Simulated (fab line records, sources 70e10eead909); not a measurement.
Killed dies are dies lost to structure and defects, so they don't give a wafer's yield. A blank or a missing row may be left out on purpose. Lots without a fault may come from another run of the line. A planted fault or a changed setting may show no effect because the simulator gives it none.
Chamber matching | flow nand_harc | NHARC_A_BONDPAD_STRIP_15 on rie_diel-06: 4 sister chambers
The step strips in O2. 14 wafers are shown with their chamber, then 7 later ones without.

WAFERS WITH THEIR CHAMBER
wafer  | chamber | showerhead_plenum_p_Torr (Torr) | drypump_motor_current_A (A) | oes_product_au (a.u.)
L284.1 | 3       | 3.49                            | 6.2                         | 1.005
L284.2 | 1       | 3.54                            | 4.7                         | 1.006
L284.6 | 2       | 3.71                            | 5.6                         | 1.006
L285.3 | 1       | 3.53                            | 4.7                         | 0.990
L285.4 | 3       | 3.49                            | 6.2                         | 0.983
L285.6 | 3       | 3.49                            | 6.2                         | 0.992
L298.2 | 1       | 3.53                            | 4.7                         | 1.005
L298.3 | 3       | 3.49                            | 6.2                         | 0.988
L298.6 | 0       | 3.30                            | 5.5                         | 0.981
L299.3 | 0       | 3.30                            | 5.5                         | 0.993
L299.4 | 3       | 3.49                            | 6.2                         | 0.989
L299.5 | 0       | 3.30                            | 5.6                         | 0.983
L301.1 | 2       | 3.71                            | 5.6                         | 0.993
L301.4 | 1       | 3.53                            | 4.7                         | 0.992

SIGNATURES (means of the wafers above)
reading                  | chamber 0 | chamber 1 | chamber 2 | chamber 3 | scatter within a chamber
showerhead_plenum_p_Torr | 3.3000    | 3.5325    | 3.7100    | 3.4900    | 0.00274
drypump_motor_current_A  | 5.533     | 4.700     | 5.600     | 6.200     | 0.0258
oes_product_au           | 0.98567   | 0.99825   | 0.99950   | 0.99140   | 0.00808
Rule: a wafer's distance from a chamber is the root of the sum, over the readings, of the square of ((its reading less the chamber's mean) divided by the reading's scatter). The wafer belongs to the nearest chamber; if the next one is less than 2 further off, it can't be placed. The scatter: the root of (the sum of the squares of (reading less its chamber's mean) over the shown wafers, divided by (wafers less chambers)).

WAFERS WITHOUT THEIR CHAMBER
wafer  | showerhead_plenum_p_Torr (Torr) | drypump_motor_current_A (A) | oes_product_au (a.u.)
L301.6 | 3.53                            | 4.7                         | 0.988
L303.1 | 3.49                            | 6.2                         | 0.985
L303.3 | 3.71                            | 5.6                         | 0.994
L303.4 | 3.29                            | 5.6                         | 0.980
L307.2 | 3.53                            | 4.7                         | 0.992
L307.3 | 3.49                            | 6.3                         | 1.006
L307.4 | 3.71                            | 5.6                         | 0.980

WHICH CHAMBER EACH WENT THROUGH
wafer  | from the rows above | in truth
L301.6 | 1                   | 1
L303.1 | 3                   | 3
L303.3 | 2                   | 2
L303.4 | 0                   | 0
L307.2 | 1                   | 1
L307.3 | 3                   | 3
L307.4 | 2                   | 2
Placed correctly: 7 of 7. Can't be placed from these rows: 0. Placed wrongly: 0.
